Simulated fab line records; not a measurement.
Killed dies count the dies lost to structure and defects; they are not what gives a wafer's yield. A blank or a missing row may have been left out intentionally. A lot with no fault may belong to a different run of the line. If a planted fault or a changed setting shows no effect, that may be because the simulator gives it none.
What tool caused it? + flow n5Finfet + at 1 step of a route of 1938, 12 lots with 36 wafers sampled

WHAT EACH GAUGE READ, for each wafer
N5_BEOL_M14_CD_MEAS_17: target cd 250 nm.
| lot  | measured     | on       | cdNm (nm)         |
|------|--------------|----------|-------------------|
| L074 | day 12 13:49 | cdSem-03 | 249.2 252.3 248.6 |
| L077 | day 12 14:10 | cdSem-01 | 249.0 248.0 249.2 |
| L079 | day 13 04:40 | cdSem-03 | 251.3 250.8 250.8 |
| L080 | day 13 16:32 | cdSem-03 | 249.9 252.4 249.9 |
| L083 | day 14 09:27 | cdSem-02 | 251.0 251.5 250.3 |
| L085 | day 14 21:41 | cdSem-02 | 251.9 250.7 252.4 |
| L089 | day 15 05:16 | cdSem-03 | 252.9 250.8 252.4 |
| L088 | day 15 08:38 | cdSem-01 | 246.8 248.8 245.7 |
| L090 | day 15 13:33 | cdSem-02 | 250.9 251.8 248.0 |
| L093 | day 16 01:37 | cdSem-01 | 250.3 250.3 248.8 |
| L095 | day 17 02:32 | cdSem-01 | 251.5 253.6 253.5 |
| L096 | day 17 15:33 | cdSem-01 | 249.4 248.8 246.2 |

WHICH TOOL RAN EACH LOT (tool, then ch and the chambers of the sampled wafers, then the start)
No process step before these readings appears in the record.

THE ANSWER, worked out from the rows above alone
Rule: usual is defined by the lots themselves. Put in order of their means at a reading, lots are off if they are a third of the lots or fewer, leave a main group of 4 or more, and stand apart from it by a gap of 3 or more times the standard deviation of the main group's means; of several such gaps the widest counts. A main group whose means are all the same, to the digits that the tables above print for the reading, isn't used. A lot without any number at a reading at which 4 lots or more have one is off too. Where the step has rows for the other lots, those lots are counted as sound.
Across all readings shown, no lot is off: no conclusion can be drawn from this.

WHAT THE SIMULATOR HAD PUT IN
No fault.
